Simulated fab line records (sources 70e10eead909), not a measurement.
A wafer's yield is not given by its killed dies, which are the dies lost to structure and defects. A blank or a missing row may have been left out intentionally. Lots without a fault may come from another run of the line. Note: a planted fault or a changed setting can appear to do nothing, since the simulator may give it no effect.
fab line records ; flow nand-harc
record lots=6; wafers=18; last-day=33
route steps=1302 shown A_CHANNEL_HOLE_D2@598 A_CHANNEL_FILL_D2@610 END@1302
lots with no fault: from the same line, run without faults
start-h: hours from the record's opening day to when the first of the lot's shown wafers began ; wait-h: hours from the lot's prior step to this one ; " same as the row above ; L1.1+2: a row that stands for several wafers ; - either no value or no given start ; * or withheld: withheld ; < > ~ a bound
route shown NAME@n: names a module that has steps shown in the file, with the first one's number in the route ; usual: the fault-free wafers' mean and standard deviation ; same: alike in all rows ; chamber/n: place in a boat ; sites: each site's reading ; _std_site: the values' standard deviation ; _edge_site: outer sites' mean less inner sites' ; radius-mm: for every site, how far away it sits from the centre of the wafer ; mask NAME#n: copy n ; behind: the most recent tool/chamber to have shaped the wafer ; hold: what put the lot on hold/how long, in hours/how the hold closed ; device: transistor that didn't switch, given as n, p or np ; end of line: the route-end tests of the same wafers ; step lacking rows: just its recipe ; killed: at the first sort, the dies lost to defects and structure; wafer yield is something else ; map: dies across one wafer; x = killed, . = not, _ = none there
set.NAME: the setting that was run; set.NAME@STEP: the one run at that earlier step ; model.NAME: the simulator's own value behind a step, which no gauge read
lots at selected steps of the route; one table per step, one row per wafer
services: from which hour (start-h, from the record's first day; less than 0 if before it) a tool's chamber was out of use, for how many hours, and why
## steps
# step NHARC_A_CHANNEL_HOLE_D2_ETCH_26
# recipe bias-v=300; source-w=2000; pressure-mtorr=30; time-s=224.1; ar-flow-sccm=375; c4f8-flow-sccm=11.4; o2-flow-sccm=113.6; temp-c=-20; target-depth-a=3000; chemistry=C4F8/O2/Ar
# usual drypump-motor-current-A=5.6/0.35; mfc-ar-sccm=375.2/1.1; o2-flow-sccm=113.6/0.34; showerhead-plenum-p-Torr=3.73/0.13; throttle-valve-pct=24.585/0.0094
lot.wafer;tool;chamber;start-h;wait-h;drypump-motor-current-A;mfc-ar-sccm;o2-flow-sccm;rf-hours-counter-h;showerhead-plenum-p-Torr;throttle-valve-pct
L656.3;har-etch-01;1;309.63;0.5;5.4;376.4;113.8;-;3.74;24.576
L656.6;har-etch-01;1;309.63;0.5;5.4;375.7;114.2;-;3.74;24.574
L656.5;har-etch-01;0;309.63;0.5;5.1;374.5;114.4;-;3.71;24.576
L661.2;har-etch-01;1;371.82;0.7;5.4;374.9;114.0;199;3.72;24.590
L661.1;har-etch-01;0;371.82;0.7;5.1;377.0;114.2;199;3.69;24.603
L661.4;har-etch-01;0;371.82;0.7;5.1;377.2;113.7;-;3.69;24.587
L662.1;har-etch-01;0;393.53;0.7;5.2;373.8;113.5;210;3.69;24.592
L662.3;har-etch-01;1;393.53;0.7;5.4;375.5;113.3;-;3.71;24.574
L662.6;har-etch-01;1;393.53;0.7;5.4;375.0;113.2;-;3.71;24.576
L664.2;har-etch-02;0;405.92;0.7;5.6;376.6;114.0;8;3.68;24.578
L664.1;har-etch-02;1;405.92;0.7;6.1;376.7;113.4;8;3.99;24.603
L664.4;har-etch-02;1;405.92;0.7;6.1;377.2;114.0;-;3.99;24.589
L673.2;har-etch-01;0;471.86;0.6;5.2;375.8;113.8;260;3.66;24.574
L673.4;har-etch-01;1;471.86;0.6;5.4;375.2;113.6;-;3.68;24.587
L673.3;har-etch-01;0;471.86;0.6;5.1;374.9;113.4;-;3.66;24.580
L677.1;har-etch-02;1;523.49;0.7;6.1;375.5;113.9;76;3.95;24.590
L677.4;har-etch-02;0;523.49;0.7;5.6;376.8;113.4;-;3.65;24.587
L677.5;har-etch-02;1;523.49;0.7;6.1;376.0;113.6;-;3.95;24.609
# step NHARC_A_CHANNEL_HOLE_D2_ETCH_27
# recipe bias-v=400; source-w=2000; pressure-mtorr=25; time-s=90; ar-flow-sccm=375; c4f8-flow-sccm=41.7; o2-flow-sccm=83.3; temp-c=-20; target-depth-a=4000; chemistry=C4F8/O2/Ar
# usual drypump-motor-current-A=5.6/0.35; mfc-ar-sccm=374.9/1.1; o2-flow-sccm=83.33/0.24; showerhead-plenum-p-Torr=3.72/0.13; throttle-valve-pct=27.620/0.0094
lot.wafer;tool;chamber;start-h;wait-h;drypump-motor-current-A;mfc-ar-sccm;o2-flow-sccm;rf-hours-counter-h;showerhead-plenum-p-Torr;throttle-valve-pct
L656.3;har-etch-01;1;309.83;0.2;5.4;375.4;83.22;-;3.73;27.617
L656.6;har-etch-01;1;309.83;0.2;5.4;375.4;83.55;-;3.73;27.641
L656.5;har-etch-01;0;309.83;0.2;5.1;376.5;83.40;-;3.71;27.628
L661.2;har-etch-01;1;372.02;0.2;5.4;374.1;83.58;199;3.71;27.622
L661.1;har-etch-01;0;372.02;0.2;5.2;375.1;83.25;199;3.69;27.603
L661.4;har-etch-01;0;372.02;0.2;5.2;374.6;83.41;-;3.69;27.621
L662.1;har-etch-01;0;393.73;0.2;5.2;375.6;82.90;211;3.68;27.612
L662.3;har-etch-01;1;393.73;0.2;5.4;374.4;83.03;-;3.71;27.618
L662.6;har-etch-01;1;393.73;0.2;5.4;375.1;82.60;-;3.71;27.616
L664.2;har-etch-02;0;406.12;0.2;5.6;374.9;83.49;8;3.68;27.618
L664.1;har-etch-02;1;406.12;0.2;6.1;374.7;83.40;8;3.98;27.612
L664.4;har-etch-02;1;406.12;0.2;6.1;374.7;83.11;-;3.98;27.625
L673.2;har-etch-01;0;472.06;0.2;5.2;375.5;83.31;260;3.65;27.614
L673.4;har-etch-01;1;472.06;0.2;5.4;375.1;82.92;-;3.68;27.615
L673.3;har-etch-01;0;472.06;0.2;5.2;376.6;83.62;-;3.65;27.628
L677.1;har-etch-02;1;523.68;0.2;6.1;376.5;83.18;76;3.94;27.623
L677.4;har-etch-02;0;523.68;0.2;5.6;372.4;83.60;-;3.64;27.622
L677.5;har-etch-02;1;523.68;0.2;6.1;375.0;83.18;-;3.94;27.614
# step NHARC_A_CHANNEL_HOLE_D2_STRIP_41
# recipe n2-flow-sccm=150; h2-flow-sccm=150; ar-flow-sccm=0; bias-w=0; chemistry=N2/H2
# step NHARC_A_CHANNEL_HOLE_D2_STRIP_42
# recipe cf4-flow-sccm=100; chf3-flow-sccm=30; ar-flow-sccm=0; bias-w=0; chemistry=CF4/CHF3
# step NHARC_A_CHANNEL_HOLE_D2_STRIP_43
# recipe o2-flow-sccm=400; cos-flow-sccm=20; ar-flow-sccm=0; bias-w=0; chemistry=O2/COS
# step NHARC_A_CHANNEL_HOLE_D2_ETCH_44
# recipe target-depth-a=1400; overetch-a=140; time-s=77; ion-energy-ev=100; cf4-flow-sccm=80; o2-flow-sccm=20; ar-flow-sccm=0; rf-w=300; bias-w=100; chemistry=CF4/O2
# usual bias-w=100.02/0.28; drypump-motor-current-A=5.4/0.37; mfc-ar-sccm=0.010/0.0091; o2-flow-sccm=20.00/0.057; oes_ar_750_au=1.000/0.0044; oes-product-au=0.997/0.0098; rf-vpp-V=197.6/1.5; showerhead-plenum-p-Torr=1.32/0.056; throttle-valve-pct=13.396/0.0092
lot.wafer;tool;chamber;start-h;wait-h;bias-w;drypump-motor-current-A;mfc-ar-sccm;o2-flow-sccm;oes_ar_750_au;oes-product-au;rf-hours-counter-h;rf-vpp-V;showerhead-plenum-p-Torr;throttle-valve-pct
L656.3;rie-diel-02;1;310.53;0.1;100.09;5.9;0.011;19.98;1.001;0.996;5.2;196.9;1.36;13.390
L656.5;rie-diel-02;3;310.53;0.1;99.61;4.8;0.013;20.00;1.003;1.011;-;197.6;1.30;13.401
L656.6;rie-diel-02;0;310.53;0.1;99.74;5.3;0.020;20.07;1.002;1.008;-;195.4;1.25;13.402
L661.1;rie-diel-12;0;372.76;0.1;99.70;5.0;0.029;20.03;0.999;0.993;6.0;198.7;1.43;13.383
L661.4;rie-diel-12;2;372.76;0.1;100.33;5.7;0.005;20.03;0.995;0.990;5.3;200.5;1.42;13.391
L661.2;rie-diel-12;3;372.76;0.1;100.53;4.6;0.028;19.93;0.999;1.007;6.4;197.0;1.29;13.405
L662.1;rie-diel-12;2;394.47;0.1;100.00;5.7;0.005;19.98;1.003;0.999;7.2;200.9;1.42;13.396
L662.3;rie-diel-12;3;394.47;0.1;99.80;4.6;0.028;20.12;0.996;1.021;7.5;197.8;1.29;13.380
L662.6;rie-diel-12;2;394.47;0.1;99.96;5.8;0.005;19.99;1.002;0.998;-;200.8;1.42;13.381
L664.2;rie-diel-02;0;406.91;0.1;100.33;5.3;0.020;19.94;0.996;0.993;0.0;196.9;1.25;13.399
L664.1;rie-diel-02;1;406.91;0.1;100.26;5.8;0.011;19.99;1.001;1.009;0.0;199.8;1.36;13.412
L664.4;rie-diel-02;0;406.91;0.1;100.11;5.3;0.020;19.88;0.999;1.005;-;195.4;1.25;13.388
L673.2;rie-diel-02;1;472.81;0.1;100.19;5.9;0.011;19.92;0.998;1.002;3.7;198.5;1.36;13.376
L673.3;rie-diel-02;3;472.81;0.1;99.66;4.8;0.013;20.00;1.001;0.997;3.3;196.1;1.30;13.391
L673.4;rie-diel-02;2;472.81;0.1;99.87;5.4;0;20.03;1.003;0.980;-;196.3;1.27;13.399
L677.4;rie-diel-02;1;524.44;0.1;100.38;5.8;0.011;20.02;0.998;1.002;6.5;199.7;1.36;13.400
L677.1;rie-diel-02;2;524.44;0.1;100.28;5.4;0;20.10;1.004;0.996;6.9;195.9;1.27;13.392
L677.5;rie-diel-02;3;524.44;0.1;99.73;4.8;0.013;20.05;0.998;0.995;-;197.9;1.30;13.408
# step NHARC_A_CHANNEL_HOLE_D2_STRIP_28
# recipe o2-flow-sccm=500; ar-flow-sccm=0; bias-w=0; chemistry=O2
# usual drypump-motor-current-A=5.4/0.37; mfc-ar-sccm=0.010/0.0095; o2-flow-sccm=499.9/1.4; oes-product-au=0.999/0.01; rf-vpp-V=57.7/0.89; showerhead-plenum-p-Torr=3.49/0.14; throttle-valve-pct=17.037/0.0088
# same bias-w=0
lot.wafer;tool;chamber;start-h;wait-h;drypump-motor-current-A;mfc-ar-sccm;o2-flow-sccm;oes-product-au;rf-hours-counter-h;rf-vpp-V;showerhead-plenum-p-Torr;throttle-valve-pct
L656.3;rie-diel-02;1;-;-;5.9;0.011;499.7;0.995;5.3;59.1;3.59;17.042
L656.6;rie-diel-02;2;-;-;5.4;0;500.4;0.991;-;58.0;3.36;17.026
L656.5;rie-diel-02;3;-;-;4.8;0.013;499.7;1.006;-;57.9;3.44;17.041
L661.4;rie-diel-12;0;-;-;5.0;0.029;501.4;1.014;6.1;57.5;3.77;17.023
L661.1;rie-diel-12;2;-;-;5.8;0.005;502.4;1.002;5.4;59.2;3.75;17.037
L661.2;rie-diel-12;3;-;-;4.7;0.028;499.5;1.009;6.4;57.6;3.41;17.035
L662.3;rie-diel-12;0;-;-;5.0;0.029;499.3;1.000;7.5;57.4;3.77;17.033
L662.1;rie-diel-12;2;-;-;5.8;0.005;500.4;0.993;7.3;59.4;3.75;17.046
L662.6;rie-diel-12;0;-;-;5.0;0.029;498.8;1.000;-;59.7;3.77;17.038
L664.1;rie-diel-02;0;-;-;5.3;0.020;501.1;0.982;0.1;56.6;3.31;17.048
L664.2;rie-diel-02;1;-;-;5.9;0.011;499.2;1.001;0.1;59.1;3.59;17.038
L664.4;rie-diel-02;2;-;-;5.4;0;498.4;0.987;-;56.9;3.36;17.049
L673.2;rie-diel-02;1;-;-;5.8;0.011;499.8;0.992;3.8;59.4;3.59;17.035
L673.3;rie-diel-02;2;-;-;5.4;0;500.0;0.988;4.0;56.8;3.35;17.046
L673.4;rie-diel-02;2;-;-;5.4;0;497.2;0.985;-;56.9;3.35;17.040
L677.4;rie-diel-02;3;-;-;4.8;0.013;499.9;0.996;5.8;57.1;3.44;17.022
L677.1;rie-diel-02;0;-;-;5.3;0.020;503.9;1.002;6.4;57.8;3.31;17.041
L677.5;rie-diel-02;3;-;-;4.8;0.013;498.5;1.003;-;56.5;3.44;17.030
# step NHARC_A_CHANNEL_HOLE_D2_PRECLEAN_29
# recipe time-s=*; temp-c=50; bath-age-min=0; chemistry=SC1
# step NHARC_A_CHANNEL_HOLE_D2_SRD_30
# step NHARC_A_CHANNEL_HOLE_D2_CD_MEAS_31
# usual cd-nm=90.2/1.1
lot.wafer;tool;chamber;start-h;wait-h;cd-nm
L656.3;cd-sem-01;-;311.32;-;91.2
L656.5;cd-sem-01;-;311.32;-;89.5
L656.6;cd-sem-01;-;311.32;-;88.6
L661.1;cd-sem-03;-;373.56;-;90.0
L661.2;cd-sem-03;-;373.56;-;88.7
L661.4;cd-sem-03;-;373.56;-;88.1
L662.1;cd-sem-02;-;395.30;0.1;88.9
L662.3;cd-sem-02;-;395.30;0.1;90.4
L662.6;cd-sem-02;-;395.30;0.1;89.4
L664.1;cd-sem-02;-;407.82;-;92.8
L664.2;cd-sem-02;-;407.82;-;90.0
L664.4;cd-sem-02;-;407.82;-;89.6
L673.2;cd-sem-03;-;473.73;-;89.6
L673.3;cd-sem-03;-;473.73;-;88.3
L673.4;cd-sem-03;-;473.73;-;88.5
L677.1;cd-sem-03;-;525.23;-;90.8
L677.4;cd-sem-03;-;525.23;-;89.8
L677.5;cd-sem-03;-;525.23;-;90.7
# step NHARC_A_CHANNEL_HOLE_D2_XSEM_32
# recipe landing-energy-ev=35000
# usual bot-cd-nm=74.8/1.2; bow-nm=8.61/0.26; tilt-deg=0.07/0.041
lot.wafer;tool;chamber;start-h;wait-h;bot-cd-nm;bow-nm;tilt-deg
L656.3;xsem-01;0;311.40;0.1;76.1;8.25;0.04
L656.5;xsem-01;0;311.40;0.1;74.0;8.32;0.03
L656.6;xsem-01;0;311.40;0.1;73.3;8.30;0.04
L661.1;xsem-02;0;373.67;0.1;74.6;8.79;0.11
L661.2;xsem-02;0;373.67;0.1;73.8;8.83;0.11
L661.4;xsem-02;0;373.67;0.1;72.9;8.83;0.11
L662.1;xsem-02;0;395.40;0.1;73.6;8.75;0.13
L662.3;xsem-02;0;395.40;0.1;75.2;8.72;0.13
L662.6;xsem-02;0;395.40;0.1;74.1;8.70;0.13
L664.1;xsem-01;0;407.92;0.1;77.3;8.75;0.10
L664.2;xsem-01;0;407.92;0.1;74.2;8.80;0.10
L664.4;xsem-01;0;407.92;0.1;73.5;8.82;0.10
L673.2;xsem-02;0;473.82;0.1;74.3;8.52;0.01
L673.3;xsem-02;0;473.82;0.1;72.0;8.62;0.00
L673.4;xsem-02;0;473.82;0.1;72.1;8.60;0.01
L677.1;xsem-01;0;525.32;0.1;75.2;8.52;0.05
L677.4;xsem-01;0;525.32;0.1;74.8;8.46;0.06
L677.5;xsem-01;0;525.32;0.1;75.2;8.56;0.06
# step NHARC_A_CHANNEL_HOLE_D2_INSPECT_40
# usual raw-defect-count=259/76
lot.wafer;tool;chamber;start-h;wait-h;raw-defect-count
L656.3;defect-inspect-02;-;311.50;-;257
L656.5;defect-inspect-02;-;311.50;-;230
L656.6;defect-inspect-02;-;311.50;-;210
L661.1;defect-inspect-01;-;373.76;-;218
L661.2;defect-inspect-01;-;373.76;-;245
L661.4;defect-inspect-01;-;373.76;-;218
L662.1;defect-inspect-02;-;395.49;-;218
L662.3;defect-inspect-02;-;395.49;-;205
L662.6;defect-inspect-02;-;395.49;-;195
L664.1;defect-inspect-02;-;408.02;-;242
L664.2;defect-inspect-02;-;408.02;-;243
L664.4;defect-inspect-02;-;408.02;-;246
L673.2;defect-inspect-01;-;473.92;-;296
L673.3;defect-inspect-01;-;473.92;-;271
L673.4;defect-inspect-01;-;473.92;-;447
L677.1;defect-inspect-02;-;525.42;-;371
L677.4;defect-inspect-02;-;525.42;-;285
L677.5;defect-inspect-02;-;525.42;-;362
# step NHARC_A_CHANNEL_FILL_D2_PRECLEAN_00
# recipe time-s=*; temp-c=50; bath-age-min=0; chemistry=SC1
# usual bath-age-min=0/0; bath-guard-temp-C=49.9/0.51; nh4oh-flow-mL-min=28.31/0.09
lot.wafer;tool;chamber;start-h;wait-h;bath-age-min;bath-guard-temp-C;nh4oh-flow-mL-min
L656.3;wet-bench-01;7;311.55;0.0;0;50.6;28.42
L656.5;wet-bench-01;1;311.55;0.0;0;50.4;28.16
L656.6;wet-bench-01;2;311.55;0.0;0;50.4;28.34
L661.4;wet-bench-03;0;373.81;0.0;0;49.7;28.41
L661.1;wet-bench-03;2;373.81;0.0;0;49.9;28.43
L661.2;wet-bench-03;3;373.81;0.0;0;50.0;28.27
L662.1;wet-bench-01;6;395.54;0.1;-;-;-
L662.3;wet-bench-01;7;395.54;0.1;-;-;-
L662.6;wet-bench-01;1;395.54;0.1;-;-;-
L664.2;wet-bench-05;4;408.07;0.1;-;-;-
L664.1;wet-bench-05;5;408.07;0.1;-;-;-
L664.4;wet-bench-05;7;408.07;0.1;-;-;-
L673.2;wet-bench-03;4;473.97;0.1;0;49.9;28.33
L673.3;wet-bench-03;5;473.97;0.1;0;50.1;28.33
L673.4;wet-bench-03;7;473.97;0.1;0;49.2;28.33
L677.1;wet-bench-01;3;525.47;0.1;0;50.6;28.24
L677.5;wet-bench-01;6;525.47;0.1;0;49.6;28.21
L677.4;wet-bench-01;7;525.47;0.1;0;50.7;28.30
# step NHARC_A_CHANNEL_FILL_D2_SRD_01
# step NHARC_END_SORT_01
# recipe temp-c=25
# usual killed-at-array=55/19; killed-at-other=0.8/1.1; killed-at-periphery=4.0/2.6; killed-dies=60/20; killed-open=3.4/1.7; killed-short=2.6/1.5
# same gross-dies=677
lot.wafer;tool;chamber;start-h;wait-h;killed-at-array;killed-at-other;killed-at-periphery;killed-dies;killed-open;killed-short
L656.3;prober-02;0;572.83;3.1;84;0;1;85;2;4
L656.5;prober-02;0;574.41;3.7;66;0;8;74;4;4
L656.6;prober-02;0;575.21;4.0;68;2;5;75;5;3
L661.1;prober-02;0;644.00;2.5;73;3;4;80;3;3
L661.2;prober-02;0;644.81;2.8;76;0;4;80;3;3
L661.4;prober-02;0;646.42;3.4;89;1;5;95;3;3
L664.1;prober-02;0;674.59;2.5;49;0;2;51;5;2
L664.2;prober-02;0;675.41;2.8;68;0;1;69;8;2
L664.4;prober-02;0;677.05;3.5;46;0;1;47;1;2
# killed by level:class
L656.3 A_CHANNEL_HOLE_D1:chamber-film-flake=30 A_SLIT:chamber-film-flake=27 A_CHANNEL_HOLE_D2:chamber-film-flake=9 A_CONTACT:chamber-film-flake=6 A_M0:geometric-particle:open=2 A_STAIRCASE:chamber-film-flake=2 A_WL_FILL:chamber-film-flake=2 A_ONON_D1:geometric-particle:short=1
L656.5 A_CHANNEL_HOLE_D1:chamber-film-flake=30 A_SLIT:chamber-film-flake=24 P_GATE:chamber-film-flake=5 A_ZERO_WELL:chamber-film-flake=3 P_CONTACT:geometric-particle:open=2 A_WL_FILL:geometric-particle:short=2 A_CONTACT:chamber-film-flake=2 P_CONTACT:geometric-particle:short=1
L656.6 A_SLIT:chamber-film-flake=26 A_CHANNEL_HOLE_D1:chamber-film-flake=24 A_CHANNEL_HOLE_D2:chamber-film-flake=7 A_CONTACT:chamber-film-flake=3 A_SGD_CUT:chamber-film-flake=2 THIN_TSV:chamber-film-flake=2 P_STI:geometric-particle:open=1 P_GATE:geometric-particle:open=1
L661.1 A_CHANNEL_HOLE_D1:chamber-film-flake=35 A_SLIT:chamber-film-flake=21 A_CHANNEL_HOLE_D2:chamber-film-flake=8 THIN_TSV:chamber-film-flake=3 A_CHANNEL_FILL_D2:geometric-particle:open=2 P_M1:chamber-film-flake=2 A_CONTACT:chamber-film-flake=2 P_M1:geometric-particle:open=1
L661.2 A_SLIT:chamber-film-flake=31 A_CHANNEL_HOLE_D1:chamber-film-flake=27 A_CHANNEL_HOLE_D2:chamber-film-flake=6 A_WL_FILL:chamber-film-flake=4 P_M1:chamber-film-flake=3 P_M0:geometric-particle:open=1 A_ONON_D1:geometric-particle:short=1 A_CHANNEL_FILL_D1:geometric-particle:short=1
L661.4 A_SLIT:chamber-film-flake=45 A_CHANNEL_HOLE_D1:chamber-film-flake=21 A_CHANNEL_HOLE_D2:chamber-film-flake=13 P_M1:chamber-film-flake=4 A_WL_FILL:chamber-film-flake=2 A_CONTACT:chamber-film-flake=2 P_CONTACT:geometric-particle:open=1 A_STAIRCASE:chamber-film-flake=1
L664.1 A_CHANNEL_HOLE_D1:chamber-film-flake=27 A_STAIRCASE:chamber-film-flake=8 A_CHANNEL_HOLE_D2:chamber-film-flake=5 A_WL_FILL:chamber-film-flake=2 A_CHANNEL_FILL_D1:geometric-particle:open=1 A_ONON_D2:geometric-particle:open=1 A_ONON_D2:geometric-particle:short=1 A_CHANNEL_FILL_D2:geometric-particle:short=1
L664.2 A_CHANNEL_HOLE_D1:chamber-film-flake=32 A_STAIRCASE:chamber-film-flake=12 A_CHANNEL_HOLE_D2:chamber-film-flake=10 A_M0:geometric-particle:open=3 A_SGD_CUT:chamber-film-flake=3 A_SOURCE_PLATE:geometric-particle:open=2 A_CHANNEL_FILL_D1:chamber-film-flake=2 P_GATE:geometric-particle:open=1
L664.4 A_CHANNEL_HOLE_D1:chamber-film-flake=26 A_STAIRCASE:chamber-film-flake=8 A_SGD_CUT:chamber-film-flake=2 A_CHANNEL_HOLE_D2:chamber-film-flake=2 A_SLIT:chamber-film-flake=2 A_CHANNEL_FILL_D1:geometric-particle:short=1 A_ONON_D2:geometric-particle:short=1 A_CHANNEL_FILL_D2:geometric-particle:open=1
## services
tool;chamber;start-h;hours;kind
rie-diel-02;-;297.54;0.7;repair
rie-diel-02;0;299.20;-;clean
rie-diel-02;1;299.20;-;clean
rie-diel-02;2;299.20;-;clean
rie-diel-02;3;299.20;-;clean
rie-diel-02;1;321.40;2.7;repair
rie-diel-02;0;323.70;-;clean
rie-diel-02;2;323.70;-;clean
rie-diel-02;3;323.70;-;clean
rie-diel-02;0;348.20;-;clean
rie-diel-02;1;348.20;-;clean
rie-diel-02;2;348.20;-;clean
rie-diel-02;3;348.20;-;clean
xsem-01;-;374.00;14.0;pm
har-etch-02;-;381.02;17.0;pm
rie-diel-12;3;383.27;5.1;repair
wet-bench-03;-;386.40;8.0;pm
rie-diel-02;-;393.70;9.0;pm
wet-bench-03;-;436.13;17.2;repair
wet-bench-05;-;436.80;8.0;pm
rie-diel-12;-;445.50;9.0;pm
wet-bench-01;-;457.88;8.0;pm
rie-diel-12;-;458.62;0.9;repair
rie-diel-02;0;467.89;6.3;repair
## key
first-sign step=NHARC_A_CHANNEL_FILL_D2_PRECLEAN_00; reading=tool-record; direction=missing
effect none on later readings
met-at NHARC_A_CHANNEL_FILL_D2_PRECLEAN_00
struck-wafers L662.1,L662.3,L662.6,L664.1,L664.2,L664.4
tester-left-out L662,L664
onset-between 311.55 395.54
fault kind=skipped-step-whole; tool=wet-bench-01,wet-bench-05; chamber=-; onset-h=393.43; steps=NHARC_A_CHANNEL_FILL_D2_PRECLEAN_00; scope=struck-lots-only
# tester-left-out: of these lots the tester's yield and bins aren't shown, on N5 and GAA mostly nor the transistor test; their killed dies are dies lost to structure and defects alone, not to doping, threshold or leakage, so they don't give the yield
